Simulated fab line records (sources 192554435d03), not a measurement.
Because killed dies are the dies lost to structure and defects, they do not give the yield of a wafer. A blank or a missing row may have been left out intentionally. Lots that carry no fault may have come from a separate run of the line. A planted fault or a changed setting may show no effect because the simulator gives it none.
Check for tools in common + flow n5-finfet + 10 lots, 29 wafers sampled

== REASON FOR OPENING ==
Of 10 lots, 3 have the reading RS_SD_N flagged at N5_SD_ACTIVATION_RS_MEAS_03. Fault-free wafers read 22.0 ohm/sq, with a standard deviation of 0.33.
Rule: a lot gets a flag if all its wafers with a number sit over 4 standard deviations from that mean, or if no wafer of it has a number. The other lots count as sound.

| lot  | measured    | on            | RS_SD_N (ohm/sq), wafer by wafer | flag    |
|------|-------------|---------------|----------------------------------|---------|
| L746 | day 3 15:47 | film-metro-01 | 21.8 22.4 21.9                   |         |
| L749 | day 4 11:41 | film-metro-02 | 22.7 22.3 22.6                   |         |
| L751 | day 4 22:15 | film-metro-01 | 21.8 21.6 21.8                   |         |
| L755 | day 5 22:32 | film-metro-02 | 21.6 21.7 21.5                   |         |
| L757 | day 6 12:18 | film-metro-02 | 21.9 21.7 21.9                   |         |
| L758 | day 6 16:26 | film-metro-02 | 21.9 22.3                        |         |
| L759 | day 6 23:01 | film-metro-01 | 21.9 22.3 22.1                   |         |
| L762 | day 7 15:23 | film-metro-02 | 24.0 23.8 23.9                   | FLAGGED |
| L763 | day 7 22:31 | film-metro-01 | 23.5 23.4 23.4                   | FLAGGED |
| L766 | day 8 15:17 | film-metro-02 | 23.7 23.6 23.8                   | FLAGGED |
Average over the flagged lots: 23.7 ohm/sq; offset from the usual +1.7 ohm/sq, equal to +5 standard deviations.

== EACH LOT AND THE TOOL IT RAN ON ==
Before the reading, the record contains 2 process steps out of a 1938-step route. Cell contents, in order: the tool; ch with the chambers the sampled wafers went through; the start.
| lot  | flag    | N5_SD_EPI_P_ETCH_36               | N5_SD_ACTIVATION_LSA_01           |
|------|---------|-----------------------------------|-----------------------------------|
| L746 |         | rie-diel-03 ch 2,3, day 3 11:23   | laser-anneal-02 ch 0, day 3 15:36 |
| L749 |         | rie-diel-03 ch 0,1, day 4 07:28   | laser-anneal-01 ch 0, day 4 11:29 |
| L751 |         | rie-diel-03 ch 2,3, day 4 18:07   | laser-anneal-01 ch 0, day 4 22:03 |
| L755 |         | rie-diel-01 ch 2,3, day 5 18:19   | laser-anneal-01 ch 0, day 5 22:21 |
| L757 |         | rie-diel-01 ch 0,2,3, day 6 07:10 | laser-anneal-01 ch 0, day 6 12:05 |
| L758 |         | rie-diel-01 ch 0,2, day 6 12:14   | laser-anneal-02 ch 0, day 6 16:15 |
| L759 |         | rie-diel-03 ch 0,1,3, day 6 18:51 | laser-anneal-01 ch 0, day 6 22:49 |
| L762 | FLAGGED | rie-diel-01 ch 1,2,3, day 7 11:14 | laser-anneal-01 ch 0, day 7 15:10 |
| L763 | FLAGGED | rie-diel-03 ch 1,2, day 7 17:31   | laser-anneal-01 ch 0, day 7 22:19 |
| L766 | FLAGGED | rie-diel-03 ch 0,1,3, day 8 11:10 | laser-anneal-01 ch 0, day 8 15:05 |
What is done by these steps:
- N5_SD_EPI_P_ETCH_36: etches SiARC in CF4, target depth 45.5 nm, time 75.8 s.
- N5_SD_ACTIVATION_LSA_01: time 0.0008 s.
- N5_SD_ACTIVATION_RS_MEAS_03: measures by four-point-probe.

== FLAGGED OVER TOTAL, TOOL BY TOOL (the gauges that took the reading come last) ==
| step                        | tool            | lots run | flagged | share of the flagged lots | sound lots run after its first flagged lot |
|-----------------------------|-----------------|----------|---------|---------------------------|--------------------------------------------|
| N5_SD_EPI_P_ETCH_36         | rie-diel-01     | 4        | 1       | some                      | 0                                          |
| N5_SD_EPI_P_ETCH_36         | rie-diel-03     | 6        | 2       | some                      | 0                                          |
| N5_SD_ACTIVATION_LSA_01     | laser-anneal-01 | 8        | 3       | all                       | 0                                          |
| N5_SD_ACTIVATION_LSA_01     | laser-anneal-02 | 2        | 0       | none                      | -                                          |
| N5_SD_ACTIVATION_RS_MEAS_03 | film-metro-01   | 4        | 1       | some                      | 0                                          |
| N5_SD_ACTIVATION_RS_MEAS_03 | film-metro-02   | 6        | 2       | some                      | 0                                          |

== WHAT THE TABLE PERMITS ==
In the table, 1 row covers all flagged lots: laser-anneal-01 at N5_SD_ACTIVATION_LSA_01.
- laser-anneal-01 at N5_SD_ACTIVATION_LSA_01: 3 of its 8 lots flagged. A fault beginning between L759 (day 6 22:49), its last sound lot, and L762 (day 7 15:10), its first flagged one, fits the data. Its own readings (wafer_temp_C_max) fall more than 4 standard deviations out on all wafers of the flagged lots.
Left over: one tool, laser-anneal-01 at N5_SD_ACTIVATION_LSA_01.

== WHAT HAD BEEN PUT IN BY THE SIMULATOR ==
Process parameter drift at N5_SD_ACTIVATION_LSA_01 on laser-anneal-01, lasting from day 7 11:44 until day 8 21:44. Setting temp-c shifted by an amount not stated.
Struck lots among those shown: L762, L763, L766. The rule above reached the same finding.
